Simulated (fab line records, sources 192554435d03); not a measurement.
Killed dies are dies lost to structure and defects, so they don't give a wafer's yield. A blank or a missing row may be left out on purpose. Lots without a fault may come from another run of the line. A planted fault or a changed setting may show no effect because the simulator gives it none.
fab line records | flow n5_finfet
record lots=7 wafers=21
route steps=1938 shown BEOL_M7@1308 BEOL_M9@1401 BEOL_M10@1477
start_h: hours from the record's first day to the start of the lot's first wafer shown | wait_h: hours since the lot's step before | " the same as in the row above | L1.1+2: a row that stands for several wafers | - no value, or no start given | * or withheld: withheld | < > ~ a bound
route shown NAME@n: a module of which the file shows steps, and the number in the route of the first | usual: mean/standard deviation of fault-free wafers | same: alike in all rows | chamber/n: place in a boat | sites: the reading at each site | _std_site: their standard deviation | _edge_site: outer sites' mean less inner sites' | radius_mm: how far each site lies from the wafer's centre | mask NAME#n: copy n | behind: the tool/chamber that last shaped the wafer | hold: why the lot was held/for how many hours/how that ended | device: the transistor (n, p or np) that didn't switch | end of line: the same wafers' tests at the end of the route | a step without rows: its recipe alone | killed: dies lost to structure and defects at the first sort, not the wafer's yield | map: a wafer's dies, x killed, . not, _ none there
set.NAME: the setting as run; set.NAME@STEP: as run at that earlier step | model.NAME: the simulator's own value behind a step, which no gauge read
lots whose settings were changed on purpose; a table a step, a row a wafer
## steps
# step N5_BEOL_M7_TRENCH_ETCH_37
# recipe chemistry=C4F6/O2 target_depth_a=934.78 target=SiCOH_lowk time_s=31.2 ion_energy_ev=250 pressure_mtorr=30 source_w=345 bias_w=185 Ar_flow_sccm=300 C4F6_flow_sccm=10 O2_flow_sccm=10
# columns lot.wafer tool chamber start_h wait_h set.time_s model.BEOL_M7.feature_depth_nm model.etch.depth_nm
L075.1 rie_diel-02 1 - - 36.83 110.8 110.8
L075.2 " 0 " " 31.2 92.6 92.64
L075.5 " 0 " " 36.83 109.2 109.2
L081.1 rie_diel-06 2 - - 31.2 97.8 97.88
L081.2 " 0 " " 31.2 93 92.96
L081.5 " 3 " " 31.2 93.2 93.24
L084.1 rie_diel-06 0 - - 31.2 94.6 94.66
L084.3 " 3 " " 31.2 94.2 94.16
L084.6 " 0 " " 31.2 94.8 94.75
L089.3 rie_diel-06 0 - - 31.2 92.4 92.35
L089.5 " 0 " " 31.2 92.4 92.47
L089.6 " 2 " " 31.2 95.8 95.72
L092.3 rie_diel-05 1 - - 31.2 92.4 92.44
L092.4 " 0 " " 31.2 91.8 91.82
L092.5 " 3 " " 31.2 90 90.03
L094.1 rie_diel-05 0 - - 28.59 84.4 84.32
L094.3 " 2 " " 31.2 93.8 93.78
L094.6 " 0 " " 28.59 84.6 84.63
L096.1 rie_diel-02 1 - - 31.2 93.6 93.52
L096.3 " 2 " " 27.32 77 77.01
L096.6 " 0 " " 31.2 93.2 93.23
# step N5_BEOL_M7_ETCH_41
# recipe chemistry=CH3F/O2 target=SiCN target_depth_a=319 taper_deg=2 time_s=57.8 ion_energy_ev=120 mask_material=TiN pressure_mtorr=30 source_w=395 bias_w=75 Ar_flow_sccm=150 CH3F_flow_sccm=30 O2_flow_sccm=20
# step N5_BEOL_M7_STRIP_80
# recipe chemistry=N2/H2 time_s=10 power_w=450 temp_c=40 pressure_mtorr=20 rf_frequency_hz=6e+07 bias_power_w=7 n2_flow_sccm=200 h2_flow_sccm=200
# step N5_BEOL_M7_OCD_MEAS_38
# usual trench_depth_nm=92.5/2.3
# columns lot.wafer tool chamber start_h wait_h set.time_s@BEOL_M7_TRENCH_ETCH_37 trench_depth_nm
L075.1 ocd-02 - 203.43 - 36.83 110.8
L075.2 " - " " 31.2 92.9
L075.5 " - " " 36.83 109.3
L081.1 ocd-01 - 226.46 - 31.2 98.1
L081.2 " - " " 31.2 92.7
L081.5 " - " " 31.2 93.5
L084.1 ocd-01 - 249.10 - 31.2 95.1
L084.3 " - " " 31.2 94.0
L084.6 " - " " 31.2 95.0
L089.3 ocd-02 - 278.21 - 31.2 92.6
L089.5 " - " " 31.2 93.0
L089.6 " - " " 31.2 96.0
L092.3 ocd-01 - 296.30 - 31.2 91.9
L092.4 " - " " 31.2 91.6
L092.5 " - " " 31.2 90.1
L094.1 ocd-01 - 313.59 - 28.59 84.2
L094.3 " - " " 31.2 93.6
L094.6 " - " " 28.59 84.7
L096.1 ocd-02 - 325.55 - 31.2 93.5
L096.3 " - " " 27.32 76.7
L096.6 " - " " 31.2 93.4
# step N5_BEOL_M7_HM_STRIP_39
# recipe chemistry=peroxide_tin_strip material=TiN target_depth_a=250 temp_c=50 time_s=158
# step N5_BEOL_M7_SRD_40
# recipe time_s=30 temp_c=23 rinse_liquid=diw dry=ipa_marangoni
# step N5_BEOL_M7_ECD_50
# recipe material=Cu target_thk_a=3000
# step N5_BEOL_M7_ANNEAL_51
# recipe temp_c=225 time_s=90 ambient=N2
# step N5_BEOL_M7_CMP_52
# recipe stop_on=SiCOH_lowk t_overpolish_s=6.9 down_force_psi=1 platen_rpm=50 clearing_platen_down_force_psi=1.5 clearing_platen_rpm=50 post_cmp_clean=cu_alkaline target_thk_nm=80 clearing_platen_pad_velocity_m_s=0.99484 pad_velocity_m_s=0.99484
# columns lot.wafer tool chamber start_h wait_h set.time_s@BEOL_M7_TRENCH_ETCH_37 model.Cu_of_BEOL_M7_ECD_50.thk_nm
L075.1 cmp-04 3 205.62 0.3 36.83 97.2
L075.2 " 0 " " 31.2 78.6
L075.5 " 3 " " 36.83 96
L081.2 cmp-02 3 228.55 0.2 31.2 80.2
L081.1 " 1 " " 31.2 86.6
L081.5 " 3 " " 31.2 79.6
L084.1 cmp-04 1 251.60 0.4 31.2 79
L084.3 " 3 " " 31.2 80.4
L084.6 " 1 " " 31.2 80
L089.3 cmp-02 3 281.09 0.3 31.2 78.2
L089.6 " 2 " " 31.2 81.6
L089.5 " 3 " " 31.2 80.2
L092.3 cmp-02 1 298.15 0.2 31.2 80
L092.4 " 2 " " 31.2 78
L092.5 " 0 " " 31.2 76
L094.1 cmp-03 0 315.88 0.3 28.59 71
L094.3 " 1 " " 31.2 78
L094.6 " 2 " " 28.59 70.4
L096.3 cmp-03 3 328.80 0.2 27.32 61.2
L096.1 " 2 " " 31.2 78.2
L096.6 " 0 " " 31.2 79.8
# step N5_BEOL_M7_THK_MEAS_53
# recipe thk_meas_gauge=xrf reads=Cu_of_BEOL_M7_ECD_50
# usual M7_THK=79.2/2.5
# columns lot.wafer tool chamber start_h wait_h set.time_s@BEOL_M7_TRENCH_ETCH_37 M7_THK[nm]
L075.1 film_metro-01 - 205.91 - 36.83 97.5
L075.2 " - " " 31.2 78.5
L075.5 " - " " 36.83 96.2
L081.1 film_metro-01 - 228.84 - 31.2 86.6
L081.2 " - " " 31.2 79.8
L081.5 " - " " 31.2 79.8
L084.1 film_metro-01 - 251.86 - 31.2 79.6
L084.3 " - " " 31.2 80.2
L084.6 " - " " 31.2 80.3
L089.3 film_metro-02 - 281.35 - 31.2 78.9
L089.5 " - " " 31.2 81.5
L089.6 " - " " 31.2 82.7
L092.3 film_metro-01 - 298.41 - 31.2 80.9
L092.4 " - " " 31.2 78.8
L092.5 " - " " 31.2 76.6
L094.1 film_metro-02 - 316.10 - 28.59 72.1
L094.3 " - " " 31.2 79.1
L094.6 " - " " 28.59 71.6
L096.1 film_metro-02 - 329.09 - 31.2 77.6
L096.3 " - " " 27.32 61.0
L096.6 " - " " 31.2 79.4
# step N5_BEOL_M9_ILD_DEP_00
# recipe material=SiCOH_lowk target_thk_a=3085.1 temp_c=300 precursor=DEMS/porogen pressure_torr=5 rf_w=500 time_s=58
# columns lot.wafer tool chamber start_h wait_h set.time_s model.SiCOH_lowk_of_BEOL_M9_ILD_DEP_00.thk_nm
L075.1 pecvd-03 2 214.54 0.0 58 306
L075.2 " 1 " " 58 304.8
L075.5 " 2 " " 58 311.2
L081.1 pecvd-03 1 238.45 0.0 58 302.2
L081.2 " 2 " " 53.54 275.8
L081.5 " 2 " " 53.54 279.8
L084.1 pecvd-03 0 260.34 0.0 58 302.6
L084.3 " 1 " " 58 303
L084.6 " 0 " " 58 310
L089.3 pecvd-02 2 288.87 0.0 58 301.6
L089.5 " 1 " " 55.76 296.6
L089.6 " 2 " " 55.76 290.8
L092.3 pecvd-03 2 307.56 0.0 58 302.8
L092.4 " 2 " " 58 308.2
L092.5 " 1 " " 58 314.2
L094.1 pecvd-01 1 326.72 0.0 58 310.2
L094.3 " 0 " " 58 309.6
L094.6 " 0 " " 64.52 353
L096.1 pecvd-01 2 339.87 0.0 62.31 325.6
L096.3 " 0 " " 62.31 330.6
L096.6 " 1 " " 58 313.8
# step N5_BEOL_M9_CURE_71
# recipe temp_c=385 time_s=240 ambient=He/Ar material=SiCOH_lowk
# columns lot.wafer tool chamber start_h wait_h set.time_s@BEOL_M9_ILD_DEP_00 model.SiCOH_lowk_of_BEOL_M9_ILD_DEP_00.thk_nm
L075.1 uv_cure-01 2 214.62 0.0 58 265.8
L075.2 " 2 " " 58 264.8
L075.5 " 2 " " 58 270.4
L081.1 uv_cure-03 0 238.52 0.0 58 262.4
L081.2 " 0 " " 53.54 239.2
L081.5 " 0 " " 53.54 242.6
L084.1 uv_cure-02 2 260.42 0.0 58 262.8
L084.3 " 2 " " 58 263
L084.6 " 2 " " 58 269.4
L089.3 uv_cure-01 0 289.11 0.2 58 262
L089.5 " 0 " " 55.76 257.6
L089.6 " 0 " " 55.76 252.4
L092.3 uv_cure-02 2 307.79 0.2 58 262.8
L092.4 " 2 " " 58 267.8
L092.5 " 2 " " 58 273
L094.1 uv_cure-01 0 326.80 0.0 58 269.6
L094.3 " 0 " " 58 269
L094.6 " 0 " " 64.52 307.4
L096.1 uv_cure-03 1 340.19 0.3 62.31 283
L096.3 " 1 " " 62.31 287.6
L096.6 " 1 " " 58 272.6
# step N5_BEOL_M9_THK_MEAS_01
# recipe reads=SiCOH_lowk_of_BEOL_M9_ILD_DEP_00
# usual M9_ILD_THK=268/4
# columns lot.wafer tool chamber start_h wait_h set.time_s@BEOL_M9_ILD_DEP_00 M9_ILD_THK[nm]
L075.1 film_metro-02 - 215.13 0.4 58 266
L075.2 " - " " 58 265
L075.5 " - " " 58 270
L081.1 film_metro-02 - 239.04 0.4 58 263
L081.2 " - " " 53.54 240
L081.5 " - " " 53.54 243
L084.1 film_metro-01 - 260.93 0.4 58 263
L084.3 " - " " 58 263
L084.6 " - " " 58 269
L089.3 film_metro-02 - 289.46 0.3 58 262
L089.5 " - " " 55.76 258
L089.6 " - " " 55.76 252
L092.3 film_metro-02 - 308.15 0.3 58 263
L092.4 " - " " 58 268
L092.5 " - " " 58 273
L094.1 film_metro-02 - 327.32 0.4 58 269
L094.3 " - " " 58 269
L094.6 " - " " 64.52 307
L096.1 film_metro-02 - 340.70 0.4 62.31 283
L096.3 " - " " 62.31 288
L096.6 " - " " 58 272
# step N5_BEOL_M9_COAT_60
# recipe resist=SiARC temp_c=220 time_s=60 spin_rpm=1500 resist_thk_nm=30
# columns lot.wafer tool chamber start_h wait_h set.spin_rpm model.SiARC_of_BEOL_M9_COAT_60.thk_nm
L075.1 litho_track-04 0 - - 1500 30
L075.2+5 " 0 " " 1569 29.2
L081.1+2+5 litho_track-05 0 - - 1500 29.8
L084.1+6 litho_track-05 0 - - 1500 30
L084.3 " 0 " " 1500 29.8
L089.3+5 litho_track-02 0 - - 1500 30
L089.6 " 0 " " 1432 30.8
L092.3+4 litho_track-04 0 - - 1589 29
L092.5 " 0 " " 1500 29.8
L094.1 litho_track-05 0 - - 1500 29.8
L094.3 " 0 " " 1615 28.8
L094.6 " 0 " " 1500 30
L096.1+3 litho_track-04 0 - - 1500 30
L096.6 " 0 " " 1500 29.8
# step N5_BEOL_M9_COAT_05
# recipe resist=CAR-ArF spin_rpm=1500 resist_thk_nm=90
# step N5_BEOL_M9_EBR_07
# recipe solvent=PGMEA ebr_width_mm=1.5
# step N5_BEOL_M9_DESCUM_16
# recipe chemistry=O2 time_s=7.9 source_power_w=50 bias_power_w=20 pressure_mtorr=20 rf_frequency_hz=2.712e+07 temp_c=40 resist=CAR-ArF o2_flow_sccm=225
# step N5_BEOL_M9_ETCH_61
# recipe chemistry=CF4 target=SiARC target_depth_a=390 mask_material=CAR-ArF time_s=65 ion_energy_ev=80 pressure_mtorr=40 source_w=545 bias_w=36 Ar_flow_sccm=100 cf4_flow_sccm=100 ends=cleared
# columns lot.wafer tool chamber start_h wait_h set.spin_rpm@BEOL_M9_COAT_60 model.etch.depth_nm model.CAR-ArF_of_BEOL_M9_COAT_05.thk_nm
L075.1 rie_diel-05 1 216.00 0.0 1500 30.07 55.8
L075.2 " 3 " " 1569 29.28 56.2
L075.5 " 1 " " 1569 29.3 56.2
L081.1 rie_diel-05 0 241.79 0.0 1500 29.81 55.6
L081.2 " 3 " " 1500 29.81 55.8
L081.5 " 0 " " 1500 29.82 55.4
L084.1 rie_diel-02 2 263.16 0.0 1500 30.08 55.4
L084.3 " 1 " " 1500 29.89 55.6
L084.6 " 1 " " 1500 29.93 55.6
L089.3 rie_diel-02 0 290.24 0.0 1500 29.99 55.6
L089.5 " 2 " " 1500 30.07 55.6
L089.6 " 1 " " 1432 30.72 54.6
L092.3 rie_diel-06 0 309.23 0.0 1589 29.02 56.6
L092.4 " 1 " " 1589 28.99 56.2
L092.5 " 2 " " 1500 29.81 55.2
L094.1 rie_diel-02 0 328.24 0.0 1500 29.88 55.8
L094.3 " 1 " " 1615 28.89 56.6
L094.6 " 3 " " 1500 29.97 55.6
L096.1 rie_diel-05 3 344.67 0.0 1500 30 55.8
L096.3 " 1 " " 1500 29.9 55.4
L096.6 " 1 " " 1500 29.86 55.6
# step N5_BEOL_M10_COAT_05
# recipe resist=CAR-ArF spin_rpm=1500 resist_thk_nm=90
# columns lot.wafer tool chamber start_h wait_h set.spin_rpm model.CAR-ArF_of_BEOL_M10_COAT_05.thk_nm
L075.1 litho_track-03 0 - - 1500 90.2
L075.2 " 0 " " 1653 86
L075.5 " 0 " " 1500 89.6
L081.1 litho_track-03 0 - - 1500 89.6
L081.2 " 0 " " 1500 89.2
L081.5 " 0 " " 1500 89.4
L084.1+3 litho_track-01 0 - - 1500 90
L084.6 " 0 " " 1500 90.2
L089.3 litho_track-04 0 - - 1500 90.2
L089.5 " 0 " " 1398 93.4
L089.6 " 0 " " 1500 90
L092.3 litho_track-01 0 - - 1500 90
L092.4 " 0 " " 1500 89.8
L092.5 " 0 " " 1576 88
L094.1 litho_track-04 0 - - 1383 93.4
L094.3 " 0 " " 1500 89.8
L094.6 " 0 " " 1500 89.6
L096.1 litho_track-01 0 - - 1661 85.2
L096.3 " 0 " " 1500 89.8
L096.6 " 0 " " 1661 85.4
# step N5_BEOL_M10_EBR_07
# recipe solvent=PGMEA ebr_width_mm=1.5
# step N5_BEOL_M10_SOFTBAKE_06
# recipe temp_c=110 time_s=60 resist=CAR-ArF
# step N5_BEOL_M10_EXPOSE_08
# recipe mask_id=M10 na=1.35 source_shape=dipole sigma_inner=0.411 sigma_outer=0.611 polarization=te dose_mj=53.75
# step N5_BEOL_M10_PEB_09
# recipe peb_temp_c=withheld peb_time_s=60 resist=CAR-ArF
# step N5_BEOL_M10_DEVELOP_10
# recipe develop_time_s=30 developer=TMAH resist=CAR-ArF rinse_liquid=diw dry=air_spin dev_temp_c=23
# columns lot.wafer tool chamber start_h wait_h set.spin_rpm@BEOL_M10_COAT_05 model.CAR-ArF_of_BEOL_M10_COAT_05.thk_nm
L075.1 litho_track-01 0 - - 1500 88.6
L075.2 " 0 " " 1653 84.4
L075.5 " 0 " " 1500 88
L081.1 litho_track-01 0 - - 1500 88
L081.2 " 0 " " 1500 87.6
L081.5 " 0 " " 1500 87.8
L084.1+6 litho_track-03 0 - - 1500 88.4
L084.3 " 0 " " 1500 88.2
L089.3 litho_track-03 0 - - 1500 88.6
L089.5 " 0 " " 1398 91.6
L089.6 " 0 " " 1500 88.4
L092.3 litho_track-03 0 - - 1500 88.4
L092.4 " 0 " " 1500 88.2
L092.5 " 0 " " 1576 86.4
L094.1 litho_track-01 0 - - 1383 91.8
L094.3 " 0 " " 1500 88.2
L094.6 " 0 " " 1500 88
L096.1 litho_track-04 0 - - 1661 83.4
L096.3 " 0 " " 1500 88.2
L096.6 " 0 " " 1661 83.6
# step N5_BEOL_M10_ETCH_62
# recipe chemistry=N2/H2 target=SOC target_depth_a=1100 overetch_a=220 mask_material=SiARC temp_c=40 time_s=165 ion_energy_ev=200 pressure_mtorr=30 source_w=840 bias_w=150 n2_flow_sccm=200 h2_flow_sccm=200
# columns lot.wafer tool chamber start_h wait_h set.time_s model.SiARC_of_BEOL_M10_COAT_60.thk_nm
L075.1 rie_diel-01 2 224.78 0.0 139.9 24.4
L075.2 " 0 " " 139.9 24.2
L075.5 " 0 " " 165 23.2
L081.1 rie_diel-01 1 249.05 0.0 165 23.6
L081.2+5 " 0,2 " " 165 23.4
L084.1+6 rie_diel-03 2 270.33 0.0 165 23.2
L084.3 " 0 " " 165 23.8
L089.3+5 rie_diel-04 2 297.61 0.0 165 22.8
L089.6 " 1 " " 137.3 24.8
L092.3+5 rie_diel-03 0 318.61 0.0 147.8 24.4
L092.4 " 1 " " 165 23.2
L094.1 rie_diel-01 2 337.60 0.0 191.6 22.6
L094.3 " 0 " " 191.6 22.2
L094.6 " 2 " " 165 23.6
L096.1+6 rie_diel-01 1,0 351.44 0.0 165 23.4
L096.3 " 2 " " 165 23.6
# step N5_BEOL_M10_COAT_64
# recipe resist=SiARC temp_c=220 time_s=60 spin_rpm=1500 resist_thk_nm=30
# columns lot.wafer tool chamber start_h wait_h set.spin_rpm model.SiARC_of_BEOL_M10_COAT_64.thk_nm
L075.1+2 litho_track-03 0 - - 1500 30
L075.5 " 0 " " 1500 29.8
L081.1+2 litho_track-01 0 - - 1588 29.2
L081.5 " 0 " " 1500 30
L084.1+3+6 litho_track-04 0 - - 1500 29.8
L089.3+5+6 litho_track-03 0 - - 1500 30
L092.3 litho_track-01 0 - - 1500 30
L092.4+5 " 0 " " 1555 29.4
L094.1 litho_track-01 0 - - 1500 29.8
L094.3 " 0 " " 1347 31.4
L094.6 " 0 " " 1500 30
L096.1+3 litho_track-04 0 - - 1350 31.4
L096.6 " 0 " " 1500 29.8
# step N5_BEOL_M10_COAT_22
# recipe resist=CAR-ArF spin_rpm=1500 resist_thk_nm=90
# columns lot.wafer tool chamber start_h wait_h set.spin_rpm model.CAR-ArF_of_BEOL_M10_COAT_22.thk_nm
L075.1 litho_track-03 0 - - 1500 90
L075.2+5 " 0 " " 1402 93.2
L081.1+2 litho_track-01 0 - - 1500 90.4
L081.5 " 0 " " 1500 90.6
L084.1 litho_track-04 0 - - 1500 89.6
L084.3 " 0 " " 1500 89.8
L084.6 " 0 " " 1500 90
L089.3+6 litho_track-03 0 - - 1451 91.4
L089.5 " 0 " " 1500 89.8
L092.3 litho_track-01 0 - - 1500 89.8
L092.4 " 0 " " 1420 92.2
L092.5 " 0 " " 1500 90
L094.1 litho_track-01 0 - - 1500 90.2
L094.3+6 " 0 " " 1599 87.2
L096.1 litho_track-04 0 - - 1597 86.8
L096.3 " 0 " " 1500 89.6
L096.6 " 0 " " 1500 89.8
# step N5_BEOL_M10_EBR_24
# recipe solvent=PGMEA ebr_width_mm=1.5
# step N5_BEOL_M10_SOFTBAKE_23
# recipe temp_c=110 time_s=60 resist=CAR-ArF
# step N5_BEOL_M10_EXPOSE_25
# recipe mask_id=V9 na=1.35 source_shape=annular sigma_inner=0.5 sigma_outer=0.8 polarization=unpolarized dose_mj=85.5
# step N5_BEOL_M10_PEB_26
# recipe peb_temp_c=withheld peb_time_s=60 resist=CAR-ArF
# step N5_BEOL_M10_DEVELOP_27
# recipe develop_time_s=30 developer=TMAH resist=CAR-ArF rinse_liquid=diw dry=air_spin dev_temp_c=23
# columns lot.wafer tool chamber start_h wait_h set.spin_rpm@BEOL_M10_COAT_22 model.CAR-ArF_of_BEOL_M10_COAT_22.thk_nm
L075.1 litho_track-03 0 - - 1500 88.2
L075.2 " 0 " " 1402 91.6
L075.5 " 0 " " 1402 91.4
L081.1+2+5 litho_track-01 0 - - 1500 88.8
L084.1 litho_track-01 0 - - 1500 87.8
L084.3 " 0 " " 1500 88
L084.6 " 0 " " 1500 88.4
L089.3 litho_track-01 0 - - 1451 89.6
L089.5 " 0 " " 1500 88.2
L089.6 " 0 " " 1451 89.8
L092.3 litho_track-01 0 - - 1500 88
L092.4 " 0 " " 1420 90.6
L092.5 " 0 " " 1500 88.4
L094.1 litho_track-04 0 - - 1500 88.6
L094.3 " 0 " " 1599 85.6
L094.6 " 0 " " 1599 85.4
L096.1 litho_track-03 0 - - 1597 85
L096.3 " 0 " " 1500 87.8
L096.6 " 0 " " 1500 88
# step N5_BEOL_M10_DESCUM_33
# recipe chemistry=O2 time_s=7.9 source_power_w=50 bias_power_w=20 pressure_mtorr=20 rf_frequency_hz=2.712e+07 temp_c=40 resist=CAR-ArF o2_flow_sccm=225
# step N5_BEOL_M10_ETCH_65
# recipe chemistry=CF4 target=SiARC target_depth_a=390 mask_material=CAR-ArF time_s=65 ion_energy_ev=80 pressure_mtorr=40 source_w=545 bias_w=36 Ar_flow_sccm=100 cf4_flow_sccm=100 ends=cleared
# columns lot.wafer tool chamber start_h wait_h set.spin_rpm@BEOL_M10_COAT_64 set.spin_rpm@BEOL_M10_COAT_22 model.etch.depth_nm model.CAR-ArF_of_BEOL_M10_COAT_22.thk_nm
L075.1 rie_diel-01 3 226.76 0.0 1500 1500 29.9 55.6
L075.2 " 1 " " 1500 1402 29.91 58.8
L075.5 " 2 " " 1500 1402 29.86 58.8
L081.1 rie_diel-01 2 250.90 0.0 1588 1500 29.19 56.8
L081.2 " 1 " " 1588 1500 29.16 56.8
L081.5 " 3 " " 1500 1500 30.01 56.2
L084.1 rie_diel-03 3 273.33 0.0 1500 1500 29.89 55.4
L084.3 " 1 " " 1500 1500 29.74 55.6
L084.6 " 0 " " 1500 1500 29.77 55.8
L089.3 rie_diel-03 3 300.19 0.0 1500 1451 30.08 57
L089.5 " 2 " " 1500 1500 30.02 55.2
L089.6 " 1 " " 1500 1451 29.97 57
L092.3 rie_diel-03 1 322.05 0.0 1500 1500 29.94 55.4
L092.4 " 0 " " 1555 1420 29.37 58.4
L092.5 " 2 " " 1555 1500 29.48 56
L094.1 rie_diel-04 3 339.10 0.0 1500 1500 29.81 55.8
L094.3 " 0 " " 1347 1599 31.48 51.4
L094.6 " 3 " " 1500 1599 29.91 52.8
L096.1 rie_diel-04 2 352.79 0.0 1350 1597 31.46 50.8
L096.3 " 1 " " 1350 1500 31.33 53.8
L096.6 " 2 " " 1500 1500 29.82 55.4
## key
split step=N5_BEOL_M7_TRENCH_ETCH_37 setting=time_s stated=31.2 by=wafer
response step=N5_BEOL_M7_TRENCH_ETCH_37 reading=model.BEOL_M7.feature_depth_nm change=+1.08 per=1% r=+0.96
response step=N5_BEOL_M7_TRENCH_ETCH_37 reading=model.etch.depth_nm change=+1.08 per=1% r=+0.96
response step=N5_BEOL_M7_OCD_MEAS_38 reading=trench_depth_nm change=+1.08 per=1% r=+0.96
response step=N5_BEOL_M7_CMP_52 reading=model.Cu_of_BEOL_M7_ECD_50.thk_nm change=+1.1 per=1% r=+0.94
response step=N5_BEOL_M7_THK_MEAS_53 reading=M7_THK change=+1.11 per=1% r=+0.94
split step=N5_BEOL_M9_ILD_DEP_00 setting=time_s stated=58 by=wafer
response step=N5_BEOL_M9_ILD_DEP_00 reading=model.SiCOH_lowk_of_BEOL_M9_ILD_DEP_00.thk_nm change=+3.16 per=1% r=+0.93
response step=N5_BEOL_M9_CURE_71 reading=model.SiCOH_lowk_of_BEOL_M9_ILD_DEP_00.thk_nm change=+2.8 per=1% r=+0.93
response step=N5_BEOL_M9_THK_MEAS_01 reading=M9_ILD_THK change=+2.8 per=1% r=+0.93
split step=N5_BEOL_M9_COAT_60 setting=spin_rpm stated=1500 by=wafer
response step=N5_BEOL_M9_COAT_60 reading=model.SiARC_of_BEOL_M9_COAT_60.thk_nm change=-0.151 per=1% r=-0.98
response step=N5_BEOL_M9_ETCH_61 reading=model.etch.depth_nm change=-0.143 per=1% r=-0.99
response step=N5_BEOL_M9_ETCH_61 reading=model.CAR-ArF_of_BEOL_M9_COAT_05.thk_nm change=+0.15 per=1% r=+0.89
split step=N5_BEOL_M10_COAT_05 setting=spin_rpm stated=1500 by=wafer
response step=N5_BEOL_M10_COAT_05 reading=model.CAR-ArF_of_BEOL_M10_COAT_05.thk_nm change=-0.423 per=1% r=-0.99
response step=N5_BEOL_M10_DEVELOP_10 reading=model.CAR-ArF_of_BEOL_M10_COAT_05.thk_nm change=-0.426 per=1% r=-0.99
split step=N5_BEOL_M10_ETCH_62 setting=time_s stated=165 by=wafer
response step=N5_BEOL_M10_ETCH_62 reading=model.SiARC_of_BEOL_M10_COAT_60.thk_nm change=-0.0932 per=1% r=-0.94
split step=N5_BEOL_M10_COAT_64 setting=spin_rpm stated=1500 by=wafer
response step=N5_BEOL_M10_COAT_64 reading=model.SiARC_of_BEOL_M10_COAT_64.thk_nm change=-0.152 per=1% r=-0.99
response step=N5_BEOL_M10_ETCH_65 reading=model.etch.depth_nm change=-0.155 per=1% r=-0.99
split step=N5_BEOL_M10_COAT_22 setting=spin_rpm stated=1500 by=wafer
response step=N5_BEOL_M10_COAT_22 reading=model.CAR-ArF_of_BEOL_M10_COAT_22.thk_nm change=-0.46 per=1% r=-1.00
response step=N5_BEOL_M10_DEVELOP_27 reading=model.CAR-ArF_of_BEOL_M10_COAT_22.thk_nm change=-0.469 per=1% r=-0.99
response step=N5_BEOL_M10_ETCH_65 reading=model.CAR-ArF_of_BEOL_M10_COAT_22.thk_nm change=-0.539 per=1% r=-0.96
